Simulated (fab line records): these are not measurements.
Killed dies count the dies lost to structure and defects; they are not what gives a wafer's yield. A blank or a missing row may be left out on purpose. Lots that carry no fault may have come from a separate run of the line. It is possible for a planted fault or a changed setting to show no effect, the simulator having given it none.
Chamber matching    flow n5-finfet    4 sister chambers for N5_HKMG_FIN_ETCH_31 on rie-diel-01
The step etches SiARC in CF4, target depth 45.5 nm, time 75.8 s. 8 wafers are shown with their chamber, then 10 later ones without.

WAFERS PAIRED WITH THEIR CHAMBERS
wafer   chamber  showerhead-plenum-p-Torr (Torr)  drypump-motor-current-A (A)
L081.4  2        2.05                             5.77
L082.1  0        2.21                             5.32
L082.4  1        2.04                             5.66
L084.4  3        2.09                             5.25
L084.5  2        2.05                             5.78
L084.6  1        2.04                             5.62
L088.1  0        2.21                             5.32
L088.3  3        2.08                             5.25

WAFERS WHOSE CHAMBER IS MISSING
wafer   showerhead-plenum-p-Torr (Torr)  drypump-motor-current-A (A)
L088.5  2.21                             5.34
L090.1  2.08                             5.24
L090.2  2.20                             5.35
L090.4  2.03                             5.62
L092.1  2.04                             5.78
L092.2  2.03                             5.63
L092.3  2.08                             5.26
L093.1  2.08                             5.24
L093.2  2.03                             5.65
L093.4  2.04                             5.79

WHICH CHAMBER EACH ONE RAN IN
wafer   from the rows above  in truth
L088.5  0                    0
L090.1  3                    3
L090.2  0                    0
L090.4  1                    1
L092.1  2                    2
L092.2  1                    1
L092.3  3                    3
L093.1  3                    3
L093.2  1                    1
L093.4  2                    2
Correctly placed: 10 of 10. Can't be placed from these rows: 0. Wrongly placed: 0.
How it was worked out, from the rows above alone: a wafer's distance from a chamber is the root of the sum, over the readings, of the square of ((its reading less the chamber's mean) divided by the reading's scatter). If the next closest chamber is less than 2 further off than the closest, the wafer can't be placed; otherwise it belongs to the closest. The mean given for a chamber averages the wafers shown for that chamber. The scatter is the square root of a quotient: the sum, over the shown wafers, of each reading's squared deviation from its chamber's mean, divided by wafers minus chambers.
